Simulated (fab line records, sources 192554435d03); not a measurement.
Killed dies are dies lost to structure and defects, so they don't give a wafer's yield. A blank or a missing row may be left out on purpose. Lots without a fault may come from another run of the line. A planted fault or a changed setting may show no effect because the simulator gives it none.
Split-lot experiment | flow n5_finfet | 7 lots, 21 wafers read, on a route of 1938 steps

THE SPLIT
At N5_BEOL_M15_COAT_04 (resist thk 800 nm), the setting spin_rpm was moved away from the recipe's 1704 rpm on 11 of the 21 wafers read, by -11.2% to +8.3%. The other wafers ran this setting at the recipe's value.

FROM THE SPLIT TO THE READING: what the file shows between them, 4 steps
- N5_BEOL_M15_EBR_06
- N5_BEOL_M15_SOFTBAKE_05: time 60 s
- N5_BEOL_M15_DESCUM_15: chemistry O2, time 7.9 s
- N5_BEOL_M15_ETCH_59: etches BARC in N2/H2, target depth 89 nm, overetch 26.7 nm, time 67.9 s

THE READING
coat_of_BEOL_M15_COAT_04.thk_nm (the simulator's own value, which no gauge read), in nm, at N5_BEOL_M15_VIA_ETCH_16 (etches SiO2 in C4F8/O2/Ar, target depth 1792.2 nm). The file gives no usual value for it. The 10 wafers here that ran the recipe average 334.7 nm, standard deviation 7.3 nm.

wafer  | tool, chamber at the split | spin_rpm as run, rpm | against the recipe | coat_of_BEOL_M15_COAT_04.thk_nm, nm | against lot-mates on the recipe
L075.1 | litho_track-04, 0          | 1846                 | +8.3%              | 322.4                               | -24.8
L075.3 | litho_track-04, 0          | 1704                 | recipe             | 347.2                               | -
L075.6 | litho_track-04, 0          | 1846                 | +8.3%              | 313.6                               | -33.6
L076.2 | litho_track-01, 0          | 1782                 | +4.6%              | 324.4                               | -12.2
L076.3 | litho_track-01, 0          | 1704                 | recipe             | 336.6                               | -
L076.6 | litho_track-01, 0          | 1782                 | +4.6%              | 317.8                               | -18.8
L079.2 | litho_track-05, 0          | 1704                 | recipe             | 330.4                               | -
L079.3 | litho_track-05, 0          | 1704                 | recipe             | 341.6                               | -
L079.4 | litho_track-05, 0          | 1704                 | recipe             | 326.2                               | -
L083.1 | litho_track-01, 0          | 1754                 | +2.9%              | 321.8                               | -22.6
L083.3 | litho_track-01, 0          | 1704                 | recipe             | 344.4                               | -
L083.5 | litho_track-01, 0          | 1754                 | +2.9%              | 318.2                               | -26.2
L091.3 | litho_track-04, 0          | 1558                 | -8.6%              | 376.6                               | no lot-mate on the recipe
L091.4 | litho_track-04, 0          | 1558                 | -8.6%              | 373.2                               | no lot-mate on the recipe
L091.5 | litho_track-04, 0          | 1558                 | -8.6%              | 370.8                               | no lot-mate on the recipe
L092.4 | litho_track-01, 0          | 1513                 | -11.2%             | 377.2                               | +48.4
L092.5 | litho_track-01, 0          | 1704                 | recipe             | 325.2                               | -
L092.6 | litho_track-01, 0          | 1704                 | recipe             | 332.4                               | -
L094.2 | litho_track-05, 0          | 1645                 | -3.5%              | 341.8                               | +10.5
L094.3 | litho_track-05, 0          | 1704                 | recipe             | 334.4                               | -
L094.4 | litho_track-05, 0          | 1704                 | recipe             | 328.2                               | -

THE FIT
A straight line over all 21 wafers: coat_of_BEOL_M15_COAT_04.thk_nm changes by -3.54 nm for each +1% of spin_rpm; r = -0.93; the points scatter about the line by 7.8 nm.
The same after taking each lot's own level away (the mean of its wafers on the recipe; 18 wafers): -3.99 nm for each +1%; r = -0.94; scatter 6.3 nm.
On that fit, the largest move of spin_rpm shifts the reading by 45 nm.
The lots' own levels span 328.80 to 347.20 nm, that is 2.5 times the standard deviation above.
So the lot-to-lot level changes the slope: the two fits differ.
Check: with one of the wafers moved furthest among these (-11.2%) left out of the fit, the line predicts +39.5 nm for it against its lot-mates. It came out at +48.4 nm against them.

OTHER SPLITS ON THESE WAFERS
These wafers also went through other splits before the reading. Each is held against what the fit with the lots' levels taken away leaves over:
other split on the same wafers   | wafers away from the commonest value | r with coat_of_BEOL_M15_COAT_04.thk_nm (lot level and that fit taken away)
N5_BEOL_M10_COAT_22 spin_rpm     | 3                                    | +0.22
N5_BEOL_M11_COAT_64 spin_rpm     | 4                                    | -0.03
N5_BEOL_M12_COAT_04 spin_rpm     | 6                                    | -0.03
N5_BEOL_M12_ETCH_59 h2_flow_sccm | 5                                    | -0.12
N5_BEOL_M13_SPUTTER_43 time_s    | 6                                    | +0.20

THE WHOLE CHAIN: every reading that the file lists as answering this split, in the file's order
step                    | what it does                                      | reading                                                                          | change (the file's fit)              | r (the file's)
N5_BEOL_M15_COAT_04     | resist thk 800 nm                                 | coat_of_BEOL_M15_COAT_04.thk_nm (the simulator's own value, which no gauge read) | -4.26 nm for each +1% of the setting | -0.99
N5_BEOL_M15_VIA_ETCH_16 | etches SiO2 in C4F8/O2/Ar, target depth 1792.2 nm | coat_of_BEOL_M15_COAT_04.thk_nm (the simulator's own value, which no gauge read) | -4.08 nm for each +1% of the setting | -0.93

THE FILE'S OWN FIT
coat_of_BEOL_M15_COAT_04.thk_nm changes by -4.08 nm for each +1% of spin_rpm, r = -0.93.
